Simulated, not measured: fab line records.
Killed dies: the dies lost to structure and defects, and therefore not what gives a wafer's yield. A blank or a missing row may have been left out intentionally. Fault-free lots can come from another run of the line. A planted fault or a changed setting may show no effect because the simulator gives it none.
Chamber matching	flow n5Finfet	rieDiel-01 running N5_BEOL_M8_ETCH_41: 4 sister chambers
The step etches SiCN in CH3F/O2, target depth 31.9 nm, time 57.8 s. 8 wafers are shown with their chamber, then 7 later ones without.

## WAFERS WITH THEIR CHAMBER
wafer	chamber	showerheadPlenumPTorr (Torr)	throttleValvePct (%)
L634.2	2	2.12	15.89
L635.5	0	2.04	16.10
L636.1	3	2.09	16.67
L636.6	0	2.04	16.10
L637.1	2	2.12	15.88
L637.6	3	2.10	16.68
L648.1	1	1.91	16.65
L648.4	1	1.91	16.62

## WAFERS WHOSE CHAMBER IS MISSING
wafer	showerheadPlenumPTorr (Torr)	throttleValvePct (%)
L648.6	2.03	16.16
L650.3	1.91	16.64
L650.4	2.11	15.94
L650.6	2.03	16.18
L656.3	2.08	16.75
L656.4	1.91	16.67
L656.6	2.08	16.74

## WHICH CHAMBER EACH ONE RAN IN
wafer	from the rows above	in truth
L648.6	0	0
L650.3	1	1
L650.4	2	2
L650.6	0	0
L656.3	3	3
L656.4	1	1
L656.6	3	3
Correct placement for 7 of the 7. Can't be placed from these rows: 0. Placed wrongly: 0.
How it was worked out, from the rows above alone: a wafer's distance from a chamber is the root of the sum, over the readings, of the square of ((its reading less the chamber's mean) divided by the reading's scatter). If the next closest chamber is less than 2 further off than the closest, the wafer can't be placed; otherwise it belongs to the closest. A chamber's mean is the mean of its shown wafers. The scatter: take each reading less its chamber's mean, square it, sum over the shown wafers, divide by the number of wafers less the number of chambers, and take the root.
